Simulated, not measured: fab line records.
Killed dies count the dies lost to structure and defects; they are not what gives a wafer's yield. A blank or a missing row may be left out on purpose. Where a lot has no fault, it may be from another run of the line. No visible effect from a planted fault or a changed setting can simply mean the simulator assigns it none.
Matching of chambers ; flow nand harc ; NHARC_A_BONDPAD_DESCUM_11 on rie diel-03 has 4 sister chambers
The step chemistry O2, time 3 s. 16 wafers are shown with their chamber, then 8 later ones without.

## WAFERS WITH THEIR CHAMBER
wafer;chamber;drypump motor current A (A);rf vpp V (V);throttle valve pct (%)
L180.3;0;5.5;58.8;11.304
L180.4;3;6.3;60.4;11.312
L180.6;2;6.2;57.2;11.305
L181.1;0;5.6;56.5;11.285
L181.4;3;6.3;58.7;11.312
L181.6;1;5.6;57.8;11.313
L182.2;2;6.1;57.0;11.313
L182.3;1;5.6;58.4;11.301
L182.6;1;5.6;58.4;11.293
L189.1;0;5.5;59.6;11.306
L189.4;1;5.6;56.8;11.326
L189.5;2;6.1;56.5;11.307
L190.3;1;5.6;58.3;11.315
L190.4;3;6.3;57.9;11.314
L190.6;3;6.3;57.7;11.296
L193.1;0;5.5;58.0;11.301

SIGNATURES (means of the wafers above)
reading;chamber 0;chamber 1;chamber 2;chamber 3;scatter within a chamber
drypump motor current A;5.525;5.600;6.133;6.300;0.0344
rf vpp V;58.225;57.940;56.900;58.675;0.996
throttle valve pct;11.29900;11.30960;11.30833;11.30850;0.00991
Rule: for a wafer and a chamber, the distance is found by dividing, reading by reading, the gap between the wafer's reading and the chamber's mean by the reading's scatter, squaring, summing and taking the root. The wafer belongs to the nearest chamber; if the next one is less than 2 further off, it can't be placed. The scatter: take each reading less its chamber's mean, square it, sum over the shown wafers, divide by the number of wafers less the number of chambers, and take the root.

## WAFERS WHOSE CHAMBER IS MISSING
wafer;drypump motor current A (A);rf vpp V (V);throttle valve pct (%)
L193.3;6.2;57.2;11.309
L193.5;6.3;57.1;11.318
L203.4;5.7;56.6;11.291
L203.5;6.3;57.5;11.310
L203.6;6.2;56.5;11.291
L202.1;6.2;56.1;11.316
L202.3;5.6;56.9;11.285
L202.4;5.5;58.6;11.304

## CHAMBER TAKEN BY EACH
wafer;from the rows above;in truth
L193.3;can't be placed: 2 or 3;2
L193.5;3;3
L203.4;can't be placed: 1 or 0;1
L203.5;3;3
L203.6;can't be placed: 2 or 3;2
L202.1;can't be placed: 2 or 3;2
L202.3;can't be placed: 1 or 0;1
L202.4;0;0
Correct placement for 3 of the 8. Not placeable from these rows: 5 (in 5, the candidates include the true chamber). Placed wrongly: 0.
